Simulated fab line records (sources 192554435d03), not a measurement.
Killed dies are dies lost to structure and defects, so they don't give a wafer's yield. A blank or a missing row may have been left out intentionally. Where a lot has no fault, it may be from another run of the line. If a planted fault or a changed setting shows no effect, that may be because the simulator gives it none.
Chamber matching :: flow n5-finfet :: N5_FIN_SAQP_SPACER2_ALD_28 on ald-sin-04: 4 sister chambers
The step deposits SiO2, target thk 8.1 nm, pulse time 1 s, purge time 2 s. 16 wafers are shown with their chamber, then 8 later ones without.

WAFERS, EACH WITH ITS CHAMBER
wafer: L078.1
chamber: 0
heater-power-w (W): 401
precursor-pulse-height-rel: 0.980

wafer: L078.2
chamber: 1
heater-power-w (W): 452
precursor-pulse-height-rel: 0.964

wafer: L078.5
chamber: 3
heater-power-w (W): 460
precursor-pulse-height-rel: 1.010

wafer: L080.1
chamber: 0
heater-power-w (W): 412
precursor-pulse-height-rel: 1.019

wafer: L080.4
chamber: 3
heater-power-w (W): 472
precursor-pulse-height-rel: 0.996

wafer: L080.5
chamber: 0
heater-power-w (W): 394
precursor-pulse-height-rel: 0.999

wafer: L081.3
chamber: 3
heater-power-w (W): 468
precursor-pulse-height-rel: 0.983

wafer: L081.5
chamber: 3
heater-power-w (W): 467
precursor-pulse-height-rel: 0.970

wafer: L081.6
chamber: 0
heater-power-w (W): 407
precursor-pulse-height-rel: 0.992

wafer: L087.1
chamber: 2
heater-power-w (W): 367
precursor-pulse-height-rel: 1.017

wafer: L087.5
chamber: 3
heater-power-w (W): 456
precursor-pulse-height-rel: 0.976

wafer: L087.6
chamber: 2
heater-power-w (W): 363
precursor-pulse-height-rel: 0.986

wafer: L089.2
chamber: 3
heater-power-w (W): 477
precursor-pulse-height-rel: 0.991

wafer: L089.5
chamber: 1
heater-power-w (W): 461
precursor-pulse-height-rel: 0.989

wafer: L089.6
chamber: 0
heater-power-w (W): 398
precursor-pulse-height-rel: 0.971

wafer: L091.1
chamber: 2
heater-power-w (W): 363
precursor-pulse-height-rel: 0.985

SIGNATURES (averages over the wafers above)
reading: heater-power-w
chamber 0: 402.40
chamber 1: 456.50
chamber 2: 364.33
chamber 3: 466.67
scatter within a chamber: 6.78

reading: precursor-pulse-height-rel
chamber 0: 0.99220
chamber 1: 0.97650
chamber 2: 0.99600
chamber 3: 0.98767
scatter within a chamber: 0.0168
Rule: a wafer's distance from a chamber is the root of the sum, over the readings, of the square of ((its reading less the chamber's mean) divided by the reading's scatter). The wafer belongs to the nearest chamber; if the next one is less than 2 further off, it can't be placed. How the scatter is found: for the shown wafers, subtract from each reading the mean of its chamber, square and add these, divide the total by (wafers less chambers), then take the root.

WAFERS MISSING THEIR CHAMBER
wafer: L091.2
heater-power-w (W): 465
precursor-pulse-height-rel: 0.995

wafer: L091.6
heater-power-w (W): 448
precursor-pulse-height-rel: 1.024

wafer: L094.3
heater-power-w (W): 458
precursor-pulse-height-rel: 1.016

wafer: L094.4
heater-power-w (W): 368
precursor-pulse-height-rel: 0.968

wafer: L094.5
heater-power-w (W): 406
precursor-pulse-height-rel: 1.001

wafer: L096.1
heater-power-w (W): 461
precursor-pulse-height-rel: 0.997

wafer: L096.2
heater-power-w (W): 471
precursor-pulse-height-rel: 1.022

wafer: L096.5
heater-power-w (W): 406
precursor-pulse-height-rel: 1.019

WHICH CHAMBER EACH WENT THROUGH
wafer: L091.2
from the rows above: can't be placed: 3 or 1
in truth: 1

wafer: L091.6
from the rows above: can't be placed: 1 or 3
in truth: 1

wafer: L094.3
from the rows above: can't be placed: 3 or 1
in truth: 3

wafer: L094.4
from the rows above: 2
in truth: 2

wafer: L094.5
from the rows above: 0
in truth: 0

wafer: L096.1
from the rows above: can't be placed: 3 or 1
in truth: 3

wafer: L096.2
from the rows above: can't be placed: 3 or 1
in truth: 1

wafer: L096.5
from the rows above: 0
in truth: 0
Placed correctly: 3 of 8. Not placeable from these rows: 5 (in 5, the candidates include the true chamber). Placed wrongly: 0.
